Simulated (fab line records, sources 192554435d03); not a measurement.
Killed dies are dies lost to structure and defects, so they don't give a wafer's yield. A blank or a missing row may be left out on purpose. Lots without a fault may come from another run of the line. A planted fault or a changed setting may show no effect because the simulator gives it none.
Chamber matching | flow n5_finfet | N5_BEOL_M2_CO_CAP_55 on cvd_co-02: 3 sister chambers
The step material Co, precursor CCTBA/H2, target thk 2 nm, time 102.1 s. 6 wafers are shown with their chamber, then 7 later ones without.

WAFERS WITH THEIR CHAMBER
wafer  | chamber | heater_power_outer_w (W) | heater_power_w (W)
L458.2 | 2       | 134                      | 259
L458.5 | 1       | 88                       | 167
L460.2 | 2       | 135                      | 260
L460.3 | 0       | 117                      | 227
L460.5 | 0       | 122                      | 240
L462.2 | 1       | 90                       | 169

WAFERS WITHOUT THEIR CHAMBER
wafer  | heater_power_outer_w (W) | heater_power_w (W)
L462.5 | 91                       | 167
L463.1 | 89                       | 164
L463.2 | 121                      | 236
L463.3 | 134                      | 257
L465.1 | 138                      | 257
L465.3 | 92                       | 167
L465.4 | 137                      | 260

WHICH CHAMBER EACH WENT THROUGH
wafer  | from the rows above | in truth
L462.5 | 1                   | 1
L463.1 | 1                   | 1
L463.2 | 0                   | 0
L463.3 | 2                   | 2
L465.1 | 2                   | 2
L465.3 | 1                   | 1
L465.4 | 2                   | 2
Placed correctly: 7 of 7. Can't be placed from these rows: 0. Placed wrongly: 0.
How it was worked out, from the rows above alone: a wafer's distance from a chamber is the root of the sum, over the readings, of the square of ((its reading less the chamber's mean) divided by the reading's scatter). The wafer belongs to the nearest chamber; if the next one is less than 2 further off, it can't be placed. A chamber's mean is the mean of its shown wafers. The scatter: the root of (the sum of the squares of (reading less its chamber's mean) over the shown wafers, divided by (wafers less chambers)).
